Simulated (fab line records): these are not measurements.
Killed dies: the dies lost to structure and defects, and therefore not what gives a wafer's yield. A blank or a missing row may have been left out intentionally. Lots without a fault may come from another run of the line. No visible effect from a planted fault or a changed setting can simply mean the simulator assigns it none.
Matching of chambers -- flow nand harc -- rie diel-06 running NHARC_P_BONDPAD_ACTIVATE_29: 4 sister chambers
The step chemistry N2, time 60 s. 16 wafers are shown with their chamber, then 8 later ones without.

== WAFERS, EACH WITH ITS CHAMBER ==
wafer,chamber,drypump motor current A (A),oes product au (a.u.),rf vpp V (V)
L897.2,2,5.6,0.996,64.1
L897.3,0,5.2,1.001,64.1
L897.5,2,5.6,0.995,65.5
L899.3,2,5.5,0.994,65.8
L899.5,2,5.5,1.010,63.9
L899.6,1,5.7,1.018,64.1
L900.1,2,5.6,0.991,64.1
L900.4,1,5.7,1.000,64.3
L900.6,1,5.7,1.000,63.7
L902.2,1,5.7,1.011,63.3
L902.3,2,5.5,1.007,64.4
L902.5,2,5.5,0.996,65.4
L904.2,0,5.2,1.015,64.8
L904.5,3,5.8,0.993,65.0
L904.6,0,5.2,1.019,65.0
L908.4,1,5.6,1.006,63.8

SIGNATURES (averages over the wafers above)
reading,chamber 0,chamber 1,chamber 2,chamber 3,scatter within a chamber
drypump motor current A,5.200,5.680,5.543,5.800,0.0458
oes product au,1.01167,1.00700,0.99843,0.99300,0.00775
rf vpp V,64.633,63.840,64.743,65.000,0.633
Rule: for a wafer and a chamber, the distance is found by dividing, reading by reading, the gap between the wafer's reading and the chamber's mean by the reading's scatter, squaring, summing and taking the root. The wafer belongs to the nearest chamber; if the next one is less than 2 further off, it can't be placed. The scatter is the square root of a quotient: the sum, over the shown wafers, of each reading's squared deviation from its chamber's mean, divided by wafers minus chambers.

== WAFERS MISSING THEIR CHAMBER ==
wafer,drypump motor current A (A),oes product au (a.u.),rf vpp V (V)
L908.5,5.2,1.020,65.2
L908.6,5.6,1.009,65.2
L909.2,5.8,0.989,65.1
L909.4,5.6,1.011,64.1
L909.5,5.6,1.017,63.9
L915.1,5.8,0.979,62.9
L915.2,5.7,0.994,64.3
L915.5,5.8,0.983,65.8

== WHICH CHAMBER EACH WENT THROUGH ==
wafer,from the rows above,in truth
L908.5,0,0
L908.6,can't be placed: 2 or 1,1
L909.2,3,3
L909.4,can't be placed: 1 or 2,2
L909.5,can't be placed: 1 or 2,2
L915.1,can't be placed: 3 or 1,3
L915.2,can't be placed: 1 or 3 or 2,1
L915.5,3,3
Correctly placed: 3 of 8. From these rows, 5 cannot be placed; in 5 the true chamber is one of the candidates. Number placed wrongly: 0.
